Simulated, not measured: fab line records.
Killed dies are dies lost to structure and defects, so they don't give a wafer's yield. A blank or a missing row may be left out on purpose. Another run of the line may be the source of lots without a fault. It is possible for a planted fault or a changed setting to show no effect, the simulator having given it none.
fab line records	flow nand_harc
[record] lots = 5	wafers = 15	last_day = 23
route steps=1159 shown A_CHANNEL_HOLE_D1@461 END@1159
lots with no fault: from the same line, run without faults
start_h: hours from the record's first day to the start of the lot's first wafer shown	wait_h: hours from the lot's prior step to this one	" unchanged from the row above	L1.1+2: a single row standing in for several wafers	- no value, or no start given	* or withheld: withheld	< > ~ a bound
route shown NAME@n: NAME is a module with steps in the file, n the number in the route of the first one	usual: average and standard deviation across the fault-free wafers	same: alike in all rows	chamber/n: place in a boat	sites: readings site by site	_std_site: their standard deviation	_edge_site: inner sites' mean taken away from outer sites' mean	radius_mm: for every site, how far away it sits from the centre of the wafer	mask NAME#n: copy n	behind: the tool/chamber that last shaped the wafer	hold: why the lot was held/for how many hours/how that ended	device: which transistor (n, p or np) failed to switch	end of line: the route-end tests of the same wafers	for a step that has no rows: nothing shown but its recipe	killed: dies that structure and defects cost at the first sort, which is not the same as the wafer's yield	map: shows each die of a wafer: x if killed, . if not, _ if none is there
set.NAME: the setting the step ran with; set.NAME@STEP: the setting that earlier step ran with	model.NAME: the simulator's own value behind a step, which no gauge read
lots at some steps of the route; a table a step, a row a wafer
services: when a tool's chamber went out of use (start_h, in hours from the record's first day, below 0 if earlier), for how many hours, and the reason
[[steps]]
[step NHARC_A_CHANNEL_HOLE_D1_DEVELOP_09]
[recipe] develop_time_s = 35	dev_temp_c = 23
[step NHARC_A_CHANNEL_HOLE_D1_DESCUM_15]
[recipe] time_s = 3	o2_flow_sccm = 200	ar_flow_sccm = 0	bias_power_w = 0	chemistry = O2
[step NHARC_A_CHANNEL_HOLE_D1_ETCH_38]
[recipe] target_depth_a = 390	over_etch_frac = 0.3	time_s = 65	ion_energy_ev = 80	cf4_flow_sccm = 150	ar_flow_sccm = 0	rf_w = 300	bias_w = 100	chemistry = CF4
[step NHARC_A_CHANNEL_HOLE_D1_ETCH_39]
[recipe] target_depth_a = 2600	over_etch_frac = 0.3	time_s = 325	ion_energy_ev = 200	n2_flow_sccm = 150	h2_flow_sccm = 150	ar_flow_sccm = 0	rf_w = 400	bias_w = 150	chemistry = N2/H2
[step NHARC_A_CHANNEL_HOLE_D1_ETCH_34]
[recipe] target_depth_a = 1540	time_s = 77	cf4_flow_sccm = 100	chf3_flow_sccm = 30	ar_flow_sccm = 0	rf_w = 500	bias_w = 200	chemistry = CF4/CHF3
[step NHARC_A_CHANNEL_HOLE_D1_ETCH_16]
[recipe] target_depth_a = 31000	over_etch_frac = 0.3	time_s = 806	ion_energy_ev = 150	o2_flow_sccm = 400	cos_flow_sccm = 20	ar_flow_sccm = 0	rf_w = 500	bias_w = 300	chemistry = O2/COS
[step NHARC_A_CHANNEL_HOLE_D1_ETCH_19]
[recipe] bias_v = 1200	source_w = 2500	pressure_mtorr = 15	time_s = 34.5	ar_flow_sccm = 375	c4f8_flow_sccm = 28.8	o2_flow_sccm = 96.2	temp_c = -20	target_depth_a = *	chemistry = C4F8/O2/Ar
[step NHARC_A_CHANNEL_HOLE_D1_ETCH_20]
[recipe] bias_v = 3000	source_w = withheld	pressure_mtorr = 20	time_s = 361.9	ar_flow_sccm = 375	c4f8_flow_sccm = 89.3	o2_flow_sccm = 35.7	temp_c = -20	target_depth_a = 16000	chemistry = C4F8/O2/Ar
[step NHARC_A_CHANNEL_HOLE_D1_ETCH_21]
[recipe] bias_v = 3000	source_w = withheld	pressure_mtorr = 20	time_s = 514.3	ar_flow_sccm = 375	c4f8_flow_sccm = 89.3	o2_flow_sccm = 35.7	temp_c = -20	target_depth_a = 16000	chemistry = C4F8/O2/Ar
[usual] c4f8_flow_sccm = 89.29/0.24	chamber_pressure_mTorr = 20.001/0.018	drypump_motor_current_A = 5.5/0.42	showerhead_plenum_p_Torr = 3.77/0.085	throttle_valve_pct = 32.156/0.0084
lot.wafer	tool	chamber	start_h	wait_h	c4f8_flow_sccm	chamber_pressure_mTorr	drypump_motor_current_A	rf_hours_counter_h	showerhead_plenum_p_Torr	throttle_valve_pct
L288.2	har_etch-01	1	223.58	0.3	88.88	19.999	5.4	208	3.64	32.147
L288.5	"	1	"	"	88.96	19.999	5.4	-	3.64	32.142
L288.6	"	0	"	"	89.62	19.984	5.0	-	3.82	32.159
L291.2	har_etch-01	0	229.97	0.3	-	-	-	-	-	-
L291.6	"	1	"	"	-	-	-	-	-	-
L291.5	"	0	"	"	-	-	-	-	-	-
L292.1	har_etch-01	1	237.28	0.3	-	-	-	-	-	-
L292.5	"	0	"	"	-	-	-	-	-	-
L292.6	"	1	"	"	-	-	-	-	-	-
L293.2	har_etch-01	1	253.32	0.3	-	-	-	-	-	-
L293.6	"	0	"	"	-	-	-	-	-	-
L293.5	"	1	"	"	-	-	-	-	-	-
L302.1	har_etch-02	1	290.43	0.3	89.14	19.996	6.2	151	3.77	32.171
L302.4	"	1	"	"	89.56	20.019	6.2	-	3.77	32.162
L302.6	"	0	"	"	89.71	20.006	5.7	-	3.85	32.155
[step NHARC_A_CHANNEL_HOLE_D1_ETCH_22]
[recipe] bias_v = 3000	source_w = withheld	pressure_mtorr = 20	time_s = 666.7	ar_flow_sccm = 375	c4f8_flow_sccm = 89.3	o2_flow_sccm = 35.7	temp_c = -20	target_depth_a = 16000	chemistry = C4F8/O2/Ar
[step NHARC_A_CHANNEL_HOLE_D1_ETCH_23]
[recipe] bias_v = 5000	source_w = withheld	pressure_mtorr = 20	time_s = 819	ar_flow_sccm = 375	c4f8_flow_sccm = 89.3	o2_flow_sccm = 35.7	temp_c = -20	target_depth_a = 16000	chemistry = C4F8/O2/Ar
[step NHARC_A_CHANNEL_HOLE_D1_ETCH_24]
[recipe] bias_v = 5000	source_w = withheld	pressure_mtorr = 20	time_s = 906.2	ar_flow_sccm = 375	c4f8_flow_sccm = 93.8	o2_flow_sccm = 31.2	temp_c = -20	target_depth_a = 15000	chemistry = C4F8/O2/Ar
[step NHARC_A_CHANNEL_HOLE_D1_ETCH_25]
[recipe] bias_v = 5000	source_w = withheld	pressure_mtorr = 20	time_s = 1040.2	ar_flow_sccm = 375	c4f8_flow_sccm = 93.8	o2_flow_sccm = 31.2	temp_c = -20	target_depth_a = 15000	chemistry = C4F8/O2/Ar
[step NHARC_A_CHANNEL_HOLE_D1_ETCH_26]
[recipe] bias_v = 300	source_w = 2000	pressure_mtorr = 30	time_s = 224.1	ar_flow_sccm = 375	c4f8_flow_sccm = 11.4	o2_flow_sccm = 113.6	temp_c = -20	target_depth_a = 3000	chemistry = C4F8/O2/Ar
[step NHARC_A_CHANNEL_HOLE_D1_ETCH_33]
[recipe] bias_v = 400	source_w = 2000	pressure_mtorr = 25	time_s = 90	ar_flow_sccm = 375	c4f8_flow_sccm = 41.7	o2_flow_sccm = 83.3	temp_c = -20	target_depth_a = 4000	chemistry = C4F8/O2/Ar
[step NHARC_A_CHANNEL_HOLE_D1_STRIP_41]
[recipe] n2_flow_sccm = 150	h2_flow_sccm = 150	ar_flow_sccm = 0	bias_w = 0	chemistry = N2/H2
[step NHARC_A_CHANNEL_HOLE_D1_STRIP_42]
[recipe] cf4_flow_sccm = 100	chf3_flow_sccm = 30	ar_flow_sccm = 0	bias_w = 0	chemistry = CF4/CHF3
[step NHARC_A_CHANNEL_HOLE_D1_STRIP_43]
[recipe] o2_flow_sccm = 400	cos_flow_sccm = 20	ar_flow_sccm = 0	bias_w = 0	chemistry = O2/COS
[step NHARC_A_CHANNEL_HOLE_D1_ETCH_44]
[recipe] target_depth_a = 1400	overetch_a = 140	time_s = 77	ion_energy_ev = 100	cf4_flow_sccm = 80	o2_flow_sccm = 20	ar_flow_sccm = 0	rf_w = 300	bias_w = 100	chemistry = CF4/O2
[usual] bias_w = 100.02/0.28	cf4_flow_sccm = 80.02/0.23	drypump_motor_current_A = 5.7/0.53	oes_f_703_au = 1.000/0.0047	oes_o_777_au = 1.000/0.0047	oes_product_au = 1.000/0.0099	rf_vpp_V = 197.8/1.6	showerhead_plenum_p_Torr = 1.33/0.067	throttle_valve_pct = 13.396/0.0095
lot.wafer	tool	chamber	start_h	wait_h	bias_w	cf4_flow_sccm	drypump_motor_current_A	oes_f_703_au	oes_o_777_au	oes_product_au	rf_hours_counter_h	rf_vpp_V	showerhead_plenum_p_Torr	throttle_valve_pct	model.A_CHANNEL_HOLE_D1.cd_nm
L288.2	rie_diel-08	3	228.47	0.1	100.03	79.74	5.6	0.998	1.005	1.000	5	195.7	1.27	13.393	89.68
L288.5	"	3	"	"	99.91	79.98	5.6	0.995	1.002	1.007	-	196.2	1.27	13.401	89.93
L288.6	"	0	"	"	99.68	80.03	6.4	1.004	1.004	1.007	-	199.0	1.40	13.387	89.18
L291.2	rie_diel-09	1	234.19	0.1	100.54	80.19	5.0	0.998	1.002	0.995	13	198.3	1.34	13.390	101.1
L291.5	"	1	"	"	99.99	80.66	5.0	0.996	1.000	0.978	-	196.5	1.34	13.391	103.2
L291.6	"	2	"	"	99.80	80.52	5.3	0.993	0.996	0.996	-	196.0	1.26	13.398	100.8
L292.1	rie_diel-08	2	241.51	0.1	99.84	80.28	5.6	1.000	0.995	1.004	7	197.8	1.39	13.384	95.38
L292.6	"	1	"	"	100.05	79.94	6.6	0.998	1.002	1.023	-	201.0	1.40	13.393	96.25
L292.5	"	2	"	"	100.08	79.98	5.6	0.997	1.003	1.000	-	198.1	1.39	13.420	2.01
L293.2	rie_diel-08	2	257.55	0.1	99.78	79.79	5.6	1.000	1.004	1.009	8	198.1	1.39	13.394	100.4
L293.5	"	1	"	"	99.84	80.11	6.7	0.998	1.000	1.015	-	198.8	1.40	13.403	96.98
L293.6	"	2	"	"	99.94	79.89	5.7	0.997	0.997	0.995	-	200.4	1.39	13.391	100.5
L302.1	rie_diel-01	2	294.68	0.1	99.72	79.92	6.5	1.000	0.997	1.004	11	197.5	1.29	13.392	89.47
L302.4	"	3	"	"	100.21	80.10	5.1	1.001	1.004	1.002	11	197.3	1.38	13.390	90.95
L302.6	"	0	"	"	99.93	79.66	5.9	1.000	0.992	0.986	-	196.6	1.24	13.407	91.1
[step NHARC_A_CHANNEL_HOLE_D1_STRIP_27]
[recipe] o2_flow_sccm = 500	ar_flow_sccm = 0	bias_w = 0	chemistry = O2
[step NHARC_A_CHANNEL_HOLE_D1_PRECLEAN_28]
[recipe] time_s = *	temp_c = 50	bath_age_min = 0	chemistry = SC1
[step NHARC_A_CHANNEL_HOLE_D1_SRD_29]
[step NHARC_A_CHANNEL_HOLE_D1_CD_MEAS_30]
[usual] cd_nm = 90.1/1.3
lot.wafer	tool	chamber	start_h	wait_h	cd_nm
L288.2	cd_sem-01	-	229.27	-	89.8
L288.5	"	-	"	"	90.0
L288.6	"	-	"	"	89.4
L291.2	cd_sem-03	-	235.01	-	-0.9
L291.5	"	-	"	"	0.4
L291.6	"	-	"	"	-0.9
L292.1	cd_sem-01	-	242.30	-	0.8
L292.5	"	-	"	"	1.7
L292.6	"	-	"	"	1.9
L293.2	cd_sem-01	-	258.33	-	-0.2
L293.5	"	-	"	"	0.6
L293.6	"	-	"	"	-0.4
L302.1	cd_sem-01	-	295.47	-	89.8
L302.4	"	-	"	"	90.1
L302.6	"	-	"	"	90.9
[step NHARC_A_CHANNEL_HOLE_D1_XSEM_31]
[recipe] landing_energy_ev = 35000
[usual] bot_cd_nm = 74.8/1.4	bow_nm = 8.7/0.3	tilt_deg = 0.08/0.047
lot.wafer	tool	chamber	start_h	wait_h	bot_cd_nm	bow_nm	tilt_deg
L288.2	xsem-01	0	229.35	0.1	74.5	8.9	0.10
L288.5	"	0	"	"	74.7	8.9	0.11
L288.6	"	0	"	"	73.9	8.9	0.11
L291.2	xsem-02	0	235.10	0.1	0.0	1.1	0.06
L291.5	"	0	"	"	1.1	1.1	0.06
L291.6	"	0	"	"	0.2	1.1	0.06
L292.1	xsem-02	0	242.39	0.1	1.1	0.3	0.06
L292.5	"	0	"	"	2.2	0.3	0.06
L292.6	"	0	"	"	2.6	0.3	0.06
L293.2	xsem-01	0	258.42	0.1	0.0	0.3	0.14
L293.5	"	0	"	"	0.0	0.3	0.14
L293.6	"	0	"	"	0.0	0.3	0.14
L302.1	xsem-02	0	295.56	0.1	74.9	8.9	-0.01
L302.4	"	0	"	"	75.5	8.9	-0.01
L302.6	"	0	"	"	76.1	8.9	-0.01
[step NHARC_END_SORT_01]
[recipe] temp_c = 25
[usual] killed_at_array = 25/9.2	killed_at_other = 0.9/1.3	killed_at_periphery = 3.3/2.3	killed_dies = 29/9.6	killed_open = 3.2/1.8	killed_short = 2/1.4
[same] gross_dies = 677
lot.wafer	tool	chamber	start_h	wait_h	killed_at_array	killed_at_other	killed_at_periphery	killed_dies	killed_open	killed_short
L291.2	prober-02	0	478.93	2.8	671	4	2	677	6	1
L291.5	prober-02	0	481.31	3.7	672	1	4	677	3	1
L291.6	prober-02	0	482.11	4.0	670	4	3	677	3	0
L292.1	prober-02	0	497.85	2.5	668	3	6	677	4	3
L292.5	prober-02	0	500.99	3.6	672	3	2	677	1	1
L292.6	prober-02	0	501.78	3.9	674	1	2	677	5	1
L293.2	prober-02	0	513.06	2.8	670	0	7	677	0	2
L293.5	prober-02	0	515.47	3.7	673	0	4	677	2	3
L293.6	prober-02	0	516.28	4.0	668	0	9	677	3	3
// killed by level:class
L291.2 A_CHANNEL_HOLE_D1:area_etch=639 A_CHANNEL_HOLE_D1:chamber_film_flake=7 A_SLIT:chamber_film_flake=5 A_CONTACT:chamber_film_flake=4 A_STAIRCASE:chamber_film_flake=4 THIN_TSV:chamber_film_flake=4 A_M0:geometric_particle:open=3 A_CHANNEL_FILL_D1:chamber_film_flake=2
L291.5 A_CHANNEL_HOLE_D1:area_etch=639 A_CHANNEL_HOLE_D1:chamber_film_flake=11 A_SLIT:chamber_film_flake=6 A_M0:chamber_film_flake=5 P_ZERO_WELL:chamber_film_flake=4 A_CONTACT:chamber_film_flake=3 A_WL_FILL:chamber_film_flake=2 A_ONON_D1:geometric_particle:open=1
L291.6 A_CHANNEL_HOLE_D1:area_etch=631 A_CHANNEL_HOLE_D1:chamber_film_flake=21 A_SLIT:chamber_film_flake=8 THIN_TSV:chamber_film_flake=4 A_SGD_CUT:chamber_film_flake=3 P_CONTACT:geometric_particle:open=2 A_WL_FILL:chamber_film_flake=2 A_CONTACT:chamber_film_flake=2
L292.1 A_CHANNEL_HOLE_D1:area_etch=634 A_CHANNEL_HOLE_D1:chamber_film_flake=20 A_STAIRCASE:chamber_film_flake=4 A_CONTACT:chamber_film_flake=3 THIN_TSV:chamber_film_flake=3 P_BONDPAD:chamber_film_flake=2 A_SGD_CUT:chamber_film_flake=2 P_M0:geometric_particle:short=1
L292.5 A_CHANNEL_HOLE_D1:area_etch=649 A_CHANNEL_HOLE_D1:chamber_film_flake=11 A_STAIRCASE:chamber_film_flake=6 THIN_TSV:chamber_film_flake=3 A_SGD_CUT:chamber_film_flake=3 A_CONTACT:chamber_film_flake=2 P_M1:geometric_particle:open=1 A_CONTACT:geometric_particle:short=1
L292.6 A_CHANNEL_HOLE_D1:area_etch=642 A_CHANNEL_HOLE_D1:chamber_film_flake=15 A_CONTACT:chamber_film_flake=5 A_STAIRCASE:chamber_film_flake=3 A_M0:geometric_particle:open=2 P_BONDPAD:chamber_film_flake=2 A_SGD_CUT:chamber_film_flake=2 A_ONON_D1:geometric_particle:open=1
L293.2 A_CHANNEL_HOLE_D1:area_etch=625 A_CHANNEL_HOLE_D1:chamber_film_flake=24 A_SLIT:chamber_film_flake=10 P_CONTACT:chamber_film_flake=7 A_STAIRCASE:chamber_film_flake=6 A_M0:chamber_film_flake=2 A_CHANNEL_HOLE_D1:geometric_particle:short=1 A_WL_FILL:geometric_particle:short=1
L293.5 A_CHANNEL_HOLE_D1:area_etch=622 A_CHANNEL_HOLE_D1:chamber_film_flake=18 A_SLIT:chamber_film_flake=13 A_STAIRCASE:chamber_film_flake=10 P_CONTACT:chamber_film_flake=3 A_CONTACT:chamber_film_flake=2 A_BONDPAD:chamber_film_flake=2 P_M0:geometric_particle:short=1
L293.6 A_CHANNEL_HOLE_D1:area_etch=635 A_CHANNEL_HOLE_D1:chamber_film_flake=10 P_CONTACT:chamber_film_flake=8 A_SLIT:chamber_film_flake=7 A_STAIRCASE:chamber_film_flake=6 A_BLC:geometric_particle:open=2 A_M0:chamber_film_flake=2 A_CONTACT:chamber_film_flake=2
// map L291.2 (x killed, . not)
____________x____________
_________xxxxxxx_________
_______xxxxxxxxxxx_______
______xxxxxxxxxxxxx______
_____xxxxxxxxxxxxxxx_____
____xxxxxxxxxxxxxxxxx____
____xxxxxxxxxxxxxxxxx____
___xxxxxxxxxxxxxxxxxxx___
___xxxxxxxxxxxxxxxxxxx___
__xxxxxxxxxxxxxxxxxxxxx__
__xxxxxxxxxxxxxxxxxxxxx__
_xxxxxxxxxxxxxxxxxxxxxxx_
_xxxxxxxxxxxxxxxxxxxxxxx_
_xxxxxxxxxxxxxxxxxxxxxxx_
_xxxxxxxxxxxxxxxxxxxxxxx_
_xxxxxxxxxxxxxxxxxxxxxxx_
xxxxxxxxxxxxxxxxxxxxxxxxx
xxxxxxxxxxxxxxxxxxxxxxxxx
xxxxxxxxxxxxxxxxxxxxxxxxx
xxxxxxxxxxxxxxxxxxxxxxxxx
xxxxxxxxxxxxxxxxxxxxxxxxx
_xxxxxxxxxxxxxxxxxxxxxxx_
_xxxxxxxxxxxxxxxxxxxxxxx_
_xxxxxxxxxxxxxxxxxxxxxxx_
_xxxxxxxxxxxxxxxxxxxxxxx_
_xxxxxxxxxxxxxxxxxxxxxxx_
__xxxxxxxxxxxxxxxxxxxxx__
__xxxxxxxxxxxxxxxxxxxxx__
___xxxxxxxxxxxxxxxxxxx___
___xxxxxxxxxxxxxxxxxxx___
____xxxxxxxxxxxxxxxxx____
____xxxxxxxxxxxxxxxxx____
_____xxxxxxxxxxxxxxx_____
______xxxxxxxxxxxxx______
_______xxxxxxxxxxx_______
_________xxxxxxx_________
____________x____________
// map L292.1 (x killed, . not)
____________x____________
_________xxxxxxx_________
_______xxxxxxxxxxx_______
______xxxxxxxxxxxxx______
_____xxxxxxxxxxxxxxx_____
____xxxxxxxxxxxxxxxxx____
____xxxxxxxxxxxxxxxxx____
___xxxxxxxxxxxxxxxxxxx___
___xxxxxxxxxxxxxxxxxxx___
__xxxxxxxxxxxxxxxxxxxxx__
__xxxxxxxxxxxxxxxxxxxxx__
_xxxxxxxxxxxxxxxxxxxxxxx_
_xxxxxxxxxxxxxxxxxxxxxxx_
_xxxxxxxxxxxxxxxxxxxxxxx_
_xxxxxxxxxxxxxxxxxxxxxxx_
_xxxxxxxxxxxxxxxxxxxxxxx_
xxxxxxxxxxxxxxxxxxxxxxxxx
xxxxxxxxxxxxxxxxxxxxxxxxx
xxxxxxxxxxxxxxxxxxxxxxxxx
xxxxxxxxxxxxxxxxxxxxxxxxx
xxxxxxxxxxxxxxxxxxxxxxxxx
_xxxxxxxxxxxxxxxxxxxxxxx_
_xxxxxxxxxxxxxxxxxxxxxxx_
_xxxxxxxxxxxxxxxxxxxxxxx_
_xxxxxxxxxxxxxxxxxxxxxxx_
_xxxxxxxxxxxxxxxxxxxxxxx_
__xxxxxxxxxxxxxxxxxxxxx__
__xxxxxxxxxxxxxxxxxxxxx__
___xxxxxxxxxxxxxxxxxxx___
___xxxxxxxxxxxxxxxxxxx___
____xxxxxxxxxxxxxxxxx____
____xxxxxxxxxxxxxxxxx____
_____xxxxxxxxxxxxxxx_____
______xxxxxxxxxxxxx______
_______xxxxxxxxxxx_______
_________xxxxxxx_________
____________x____________
[[services]]
tool	chamber	start_h	hours	kind
rie_diel-08	0	207.54	-	clean
rie_diel-08	1	207.54	-	clean
rie_diel-08	2	207.54	-	clean
rie_diel-08	3	207.54	-	clean
rie_diel-09	0	208.61	-	clean
rie_diel-09	1	208.61	-	clean
rie_diel-09	2	208.61	-	clean
rie_diel-09	3	208.61	-	clean
rie_diel-08	3	216.15	1.7	repair
rie_diel-08	0	232.04	-	clean
rie_diel-08	1	232.04	-	clean
rie_diel-08	2	232.04	-	clean
rie_diel-08	3	232.04	-	clean
rie_diel-09	2	241.72	6.3	repair
rie_diel-09	-	254.11	9.0	pm
rie_diel-08	0	256.54	-	clean
rie_diel-08	1	256.54	-	clean
rie_diel-08	2	256.54	-	clean
rie_diel-08	3	256.54	-	clean
rie_diel-08	0	281.04	-	clean
rie_diel-08	1	281.04	-	clean
rie_diel-08	2	281.04	-	clean
rie_diel-08	3	281.04	-	clean
rie_diel-08	0	291.70	6.6	repair
[[key]]
[first_sign] step = NHARC_A_CHANNEL_HOLE_D1_ETCH_21	reading = tool_record	direction = missing
[effect] step = NHARC_A_CHANNEL_HOLE_D1_CD_MEAS_30	reading = cd_nm	direction = down	sigmas = 71	usual = 90.1	struck = 0.3
[effect] step = NHARC_A_CHANNEL_HOLE_D1_XSEM_31	reading = bot_cd_nm	direction = down	sigmas = 52	usual = 74.8	struck = 0.8
[effect] step = NHARC_END_SORT_01	reading = killed_at_array	direction = up	sigmas = 70	usual = 25	struck = 671
[model_effect] step = NHARC_A_CHANNEL_HOLE_D1_ETCH_44	value = A_CHANNEL_HOLE_D1.cd_nm	without = 90.41	struck = 88.52
[more_kills_born_at] NHARC_A_CHANNEL_HOLE_D1_ETCH_21@har_etch-01 = 5716
met_at NHARC_A_CHANNEL_HOLE_D1_ETCH_21
struck_wafers L291.2,L291.5,L291.6,L292.1,L292.5,L292.6,L293.2,L293.5,L293.6
later_rows_left_out L291.2,L291.5,L291.6,L292.1,L292.5,L292.6,L293.2,L293.5,L293.6
tester_left_out L291,L292,L293
onset_between 223.58 229.97
[fault] kind = skipped_step_whole	tool = har_etch-01	chamber = -	onset_h = 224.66	steps = NHARC_A_CHANNEL_HOLE_D1_ETCH_21	scope = struck_lots_only
// tester_left_out: of these lots the tester's yield and bins aren't shown, on N5 and GAA mostly nor the transistor test; their killed dies are dies lost to structure and defects alone, not to doping, threshold or leakage, so they don't give the yield
// later_rows_left_out: the simulator's readings of these wafers behind a module that went badly wrong aren't trusted and aren't shown, but for the sort
